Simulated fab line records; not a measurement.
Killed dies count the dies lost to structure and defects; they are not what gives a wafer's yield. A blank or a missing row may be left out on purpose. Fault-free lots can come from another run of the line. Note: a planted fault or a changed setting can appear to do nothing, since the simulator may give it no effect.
fab line records | flow n5Finfet
record: lots: 7 | wafers: 39
route steps=1938 shown WELL_APT@33 DUMMY_GATE@228 GATE_CUT@510 MOL_CONTACT_COAG@532 BEOL_M4@1111
startH: start of the lot's first displayed wafer, in hours after the record's first day | waitH: how many hours have passed since the lot's step before this one | " repeats the value in the row above | L1.1+2: several wafers, shown together as one row | - no value present, or no start provided | * or withheld: withheld | < > ~ a bound
route shown NAME@n: names a module that has steps shown in the file, with the first one's number in the route | usual: mean/standard deviation taken from wafers without a fault | same: alike in all rows | chamber/n: place in a boat | sites: the reading at each site | _std_site: their standard deviation | _edge_site: the outer-site mean with the inner-site mean subtracted | radiusMm: for every site, how far away it sits from the centre of the wafer | mask NAME#n: copy n | behind: the most recent tool/chamber to have shaped the wafer | hold: reason for holding the lot/hours on hold/outcome of the hold | device: the transistor (n, p or np) that didn't switch | end of line: at the end of the route, the tests of the same wafers | where a step has no rows: the recipe by itself | killed: at the first sort, the dies lost to defects and structure; wafer yield is something else | map: a wafer's dies, x killed, . not, _ none there
set.NAME: the run value of the setting; set.NAME@STEP: its run value at that earlier step | model.NAME: the simulator's own value behind a step, which no gauge read
lots run with intentionally changed settings; tables by step, rows by wafer
== steps ==
step: N5_WELL_APT_IMPLANT_15
recipe: species: As | energyKev: 25 | doseCm2: 1.5e+13 | tiltDeg: 0 | rotationDeg: 0
step: N5_DUMMY_GATE_EXPOSE_12
recipe: maskId: GATE | na: 0.33 | sourceShape: annular | sigmaInner: 0.2 | sigmaOuter: 0.6 | polarization: unpolarized | targetCdNm: 25 | doseMj: 34
step: N5_DUMMY_GATE_ETCH_37
recipe: chemistry: N2/H2 | target: SOC | targetDepthA: 600 | overetchA: 300 | tempC: 40 | ionEnergyEv: 200 | pressureMtorr: 30 | sourceW: 840 | biasW: 150 | n2FlowSccm: 200 | h2FlowSccm: 200
step: N5_DUMMY_GATE_ETCH_42
recipe: chemistry: CHF3/O2 | target: SiO2 | targetDepthA: 35 | timeS: 31 | ionEnergyEv: 30 | biasW: 12 | pressureMtorr: 30 | sourceW: 600 | Ar_flow_sccm: 200 | CHF3_flow_sccm: 50 | O2_flow_sccm: 5
step: N5_GATE_CUT_ALD_22
recipe: material: SiNx | targetThkA: 160 | tempC: 400 | aldPrecursorFamily: SiH2I2 | aldCoReactant: N2/H2-plasma | pulseTimeS: 1 | aldCycles: 320 | purgeTimeS: 2 | coReactantPurgeTimeS: 2 | pressureTorr: 2
step: N5_MOL_CONTACT_COAG_ETCH_106
recipe: chemistry: N2/H2 | target: SOC | targetDepthA: 800 | overetchA: 160 | maskMaterial: SiARC | tempC: 40 | timeS: 120 | ionEnergyEv: 200 | pressureMtorr: 30 | sourceW: 840 | biasW: 150 | n2FlowSccm: 200 | h2FlowSccm: 200
step: N5_MOL_CONTACT_COAG_ALD_133
recipe: material: SiO2 | targetThkA: 50 | tempC: 100 | aldPrecursorFamily: BDEAS | aldCoReactant: O2-plasma | pulseTimeS: 1 | coReactantPulseTimeS: 1 | purgeTimeS: 2 | coReactantPurgeTimeS: 2 | aldCycles: 35 | pressureTorr: 2
step: N5_BEOL_M4_RC_MEAS_101
usual: DIBL_N: 36.0/2
lot.wafer | tool      | chamber | startH | waitH | set.energyKev@WELL_APT_IMPLANT_15 | set.doseMj@DUMMY_GATE_EXPOSE_12 | set.sourceW@DUMMY_GATE_ETCH_37 | set.biasW@DUMMY_GATE_ETCH_42 | set.aldCycles@GATE_CUT_ALD_22 | set.targetDepthA@MOL_CONTACT_COAG_ETCH_106 | set.aldCycles@MOL_CONTACT_COAG_ALD_133 | DIBL_N[mV/V]
L075.2    | prober-01 | 0       | 163.85 | 0.2   | 25                                | 34                              | 840                            | 12                           | 320                           | 800                                        | 35                                     | 35.3
L075.5    | "         | 0       | "      | "     | 25                                | 34                              | 840                            | 12                           | 320                           | 800                                        | 35                                     | 33.5
L075.6    | "         | 0       | "      | "     | 25                                | 34                              | 840                            | 12                           | 320                           | 800                                        | 35                                     | 36.8
L074.1    | prober-01 | 0       | 166.62 | 0.0   | 25                                | 33.17                           | 840                            | 11.12                        | 294                           | 828.7                                      | 35                                     | 36.3
L074.2    | "         | 0       | "      | "     | 25                                | 34                              | 840                            | 11.12                        | 294                           | 800                                        | 35                                     | 37.9
L074.3    | "         | 0       | "      | "     | 25                                | 34                              | 840                            | 12                           | 320                           | 800                                        | 35                                     | 34.9
L074.4    | "         | 0       | "      | "     | 25                                | 33.17                           | 840                            | 12                           | 294                           | 800                                        | 35                                     | 34.9
L074.5    | "         | 0       | "      | "     | 25                                | 34                              | 840                            | 12                           | 320                           | 828.7                                      | 35                                     | 36.7
L074.6    | "         | 0       | "      | "     | 25                                | 33.17                           | 840                            | 11.12                        | 320                           | 828.7                                      | 35                                     | 35.1
L085.1    | prober-02 | 0       | 249.46 | 0.0   | 22.63                             | 34                              | 840                            | 12                           | 320                           | 800                                        | 37                                     | 33.3
L085.2    | "         | 0       | "      | "     | 25                                | 34                              | 687.7                          | 12                           | 274                           | 800                                        | 37                                     | 34.6
L085.3    | "         | 0       | "      | "     | 25                                | 36.7                            | 840                            | 12                           | 320                           | 833.4                                      | 35                                     | 39.0
L085.4    | "         | 0       | "      | "     | 25                                | 36.7                            | 687.7                          | 11.39                        | 274                           | 800                                        | 35                                     | 39.6
L085.5    | "         | 0       | "      | "     | 22.63                             | 36.7                            | 840                            | 11.39                        | 274                           | 833.4                                      | 35                                     | 41.8
L085.6    | "         | 0       | "      | "     | 22.63                             | 34                              | 687.7                          | 11.39                        | 320                           | 833.4                                      | 37                                     | 34.5
L086.1    | prober-01 | 0       | 249.48 | 0.0   | 25                                | 34                              | 840                            | 12                           | 350                           | 800                                        | 35                                     | 35.1
L086.2    | "         | 0       | "      | "     | 22.88                             | 34                              | 840                            | 12                           | 320                           | 717.1                                      | 38                                     | 33.6
L086.3    | "         | 0       | "      | "     | 22.88                             | 35.69                           | 840                            | 12                           | 320                           | 800                                        | 35                                     | 39.6
L086.4    | "         | 0       | "      | "     | 25                                | 35.69                           | 934.5                          | 12                           | 350                           | 717.1                                      | 38                                     | 40.7
L086.5    | "         | 0       | "      | "     | 22.88                             | 35.69                           | 934.5                          | 12                           | 350                           | 800                                        | 38                                     | 40.6
L086.6    | "         | 0       | "      | "     | 25                                | 34                              | 934.5                          | 12                           | 320                           | 717.1                                      | 35                                     | 37.8
L088.1    | prober-02 | 0       | 268.16 | 0.0   | 21.21                             | 31.49                           | 840                            | 12                           | 320                           | 800                                        | 35                                     | 30.0
L088.2    | "         | 0       | "      | "     | 21.21                             | 31.49                           | 840                            | 11.37                        | 320                           | 853.9                                      | 32                                     | 32.3
L088.3    | "         | 0       | "      | "     | 25                                | 34                              | 840                            | 12                           | 320                           | 853.9                                      | 35                                     | 32.7
L088.4    | "         | 0       | "      | "     | 25                                | 34                              | 900.2                          | 11.37                        | 320                           | 853.9                                      | 35                                     | 35.9
L088.5    | "         | 0       | "      | "     | 25                                | 31.49                           | 900.2                          | 12                           | 320                           | 800                                        | 32                                     | 31.1
L088.6    | "         | 0       | "      | "     | 21.21                             | 34                              | 900.2                          | 11.37                        | 320                           | 800                                        | 32                                     | 32.7
L096.1    | prober-01 | 0       | 300.77 | 0.0   | 22.97                             | 34                              | 742.2                          | 14.03                        | 320                           | 831.8                                      | 32                                     | 31.9
L096.2    | "         | 0       | "      | "     | 22.97                             | 34                              | 840                            | 12                           | 320                           | 800                                        | 32                                     | 33.0
L096.3    | "         | 0       | "      | "     | 25                                | 34                              | 742.2                          | 12                           | 320                           | 831.8                                      | 35                                     | 36.2
L096.4    | "         | 0       | "      | "     | 22.97                             | 34                              | 840                            | 14.03                        | 320                           | 831.8                                      | 35                                     | 31.3
L096.5    | "         | 0       | "      | "     | 25                                | 34                              | 840                            | 12                           | 320                           | 800                                        | 35                                     | 34.7
L096.6    | "         | 0       | "      | "     | 25                                | 34                              | 742.2                          | 14.03                        | 320                           | 800                                        | 32                                     | 32.3
L097.1    | prober-01 | 0       | 311.30 | 0.0   | 27.5                              | 34                              | 840                            | 12                           | 341                           | 840.4                                      | 35                                     | 39.6
L097.2    | "         | 0       | "      | "     | 25                                | 34                              | 840                            | 12                           | 341                           | 800                                        | 29                                     | 38.3
L097.3    | "         | 0       | "      | "     | 27.5                              | 34                              | 840                            | 12                           | 320                           | 800                                        | 29                                     | 38.4
L097.4    | "         | 0       | "      | "     | 25                                | 34                              | 840                            | 12                           | 320                           | 840.4                                      | 35                                     | 39.7
L097.5    | "         | 0       | "      | "     | 25                                | 34                              | 840                            | 12                           | 320                           | 800                                        | 35                                     | 39.1
L097.6    | "         | 0       | "      | "     | 27.5                              | 34                              | 840                            | 12                           | 341                           | 840.4                                      | 29                                     | 36.5
== key ==
split: step: N5_WELL_APT_IMPLANT_15 | setting: energyKev | statedAs: 25
response none clear
split: step: N5_DUMMY_GATE_EXPOSE_12 | setting: doseMj | statedAs: 34
response: step: N5_BEOL_M4_RC_MEAS_101 | reading: DIBL_N | slope: +0.515 | per: 1% | togetherWith: all | explained: 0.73
split: step: N5_DUMMY_GATE_ETCH_37 | setting: sourceW | statedAs: 840
response none clear
split: step: N5_DUMMY_GATE_ETCH_42 | setting: biasW | statedAs: 12
response none clear
split: step: N5_GATE_CUT_ALD_22 | setting: aldCycles | statedAs: 320
response none clear
split: step: N5_MOL_CONTACT_COAG_ETCH_106 | setting: targetDepthA | statedAs: 800
response none clear
split: step: N5_MOL_CONTACT_COAG_ALD_133 | setting: aldCycles | statedAs: 35
response none clear
